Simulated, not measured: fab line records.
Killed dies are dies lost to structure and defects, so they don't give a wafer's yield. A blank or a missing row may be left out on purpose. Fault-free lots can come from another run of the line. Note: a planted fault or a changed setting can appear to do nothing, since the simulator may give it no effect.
Which tool is to blame? | flow n5 finfet | 33 wafers from 11 lots sampled at 3 of the route's 1938 steps

== WHAT EACH GAUGE READ, for each wafer ==
N5_BEOL_M9_INSPECT_13: inspects for defects (brightfield).
lot  | measured     | on                | raw defect count
L865 | day 10 11:07 | defect inspect-01 | 405 425 363
L866 | day 10 16:08 | defect inspect-01 | 326 387 313
L871 | day 11 23:05 | defect inspect-02 | 452 476 335
L869 | day 11 23:16 | defect inspect-02 | 284 352 353
L872 | day 12 04:14 | defect inspect-01 | 503 351 484
L873 | day 12 04:31 | defect inspect-01 | 398 438 337
L879 | day 13 18:43 | defect inspect-01 | 226 311 321
L880 | day 14 03:58 | defect inspect-01 | 371 320 402
L881 | day 14 04:13 | defect inspect-02 | 286 416 233
L883 | day 14 22:38 | defect inspect-02 | 340 588 370
L886 | day 15 04:29 | defect inspect-02 | 423 311 372

== TOOL THAT RAN EACH LOT (tool first, then ch and the chambers of the sampled wafers, then the start) ==
lot  | N5_BEOL_M9_ILD_DEP_00           | N5_BEOL_M9_HM_DEP_02
L865 | pecvd-01 ch 0,1, day 10 08:35   | pvd sputter-03, day 10 10:34
L866 | pecvd-02 ch 0,1,2, day 10 12:41 | pvd sputter-03, day 10 15:35
L871 | pecvd-01 ch 0,2, day 11 20:19   | pvd sputter-03, day 11 22:32
L869 | pecvd-02 ch 0,1, day 11 20:29   | pvd sputter-03, day 11 22:38
L872 | pecvd-04 ch 0,1,2, day 12 00:56 | pvd sputter-02, day 12 03:40
L873 | pecvd-02 ch 0,1,2, day 12 01:48 | pvd sputter-02, day 12 04:05
L879 | pecvd-04 ch 0,1, day 13 15:31   | pvd sputter-03, day 13 18:10
L880 | pecvd-02 ch 1,2, day 14 02:22   | pvd sputter-02, day 14 03:31
L881 | pecvd-01 ch 0,1,2, day 14 02:29 | pvd sputter-01, day 14 03:47
L883 | pecvd-01 ch 0,1,2, day 14 20:18 | pvd sputter-03, day 14 22:05
L886 | pecvd-01 ch 0,1,2, day 15 02:50 | pvd sputter-02, day 15 03:56
- N5_BEOL_M9_ILD_DEP_00: deposits SiCOH lowk from DEMS/porogen, target thk 308.51 nm, time 58 s.
- N5_BEOL_M9_HM_DEP_02: deposits TiN, target thk 20 nm.

== THE ANSWER, worked out from the rows above alone ==
Rule: the lots themselves supply what counts as usual. The widest of any qualifying gaps counts: lots, ordered by their means at a reading, are off when they make up no more than a third of the lots, leave a main group of 4 or more, and stand apart from it by 3 or more times the standard deviation of that group's means. Not used: any main group whose means are identical at the precision the tables above print for the reading. A lot without any number at a reading at which 4 lots or more have one is off too. Where the step has rows for the other lots, those lots are counted as sound.
No lot is off at any reading shown: from this, nothing can be told.

== WHAT THE SIMULATOR HAD PUT IN ==
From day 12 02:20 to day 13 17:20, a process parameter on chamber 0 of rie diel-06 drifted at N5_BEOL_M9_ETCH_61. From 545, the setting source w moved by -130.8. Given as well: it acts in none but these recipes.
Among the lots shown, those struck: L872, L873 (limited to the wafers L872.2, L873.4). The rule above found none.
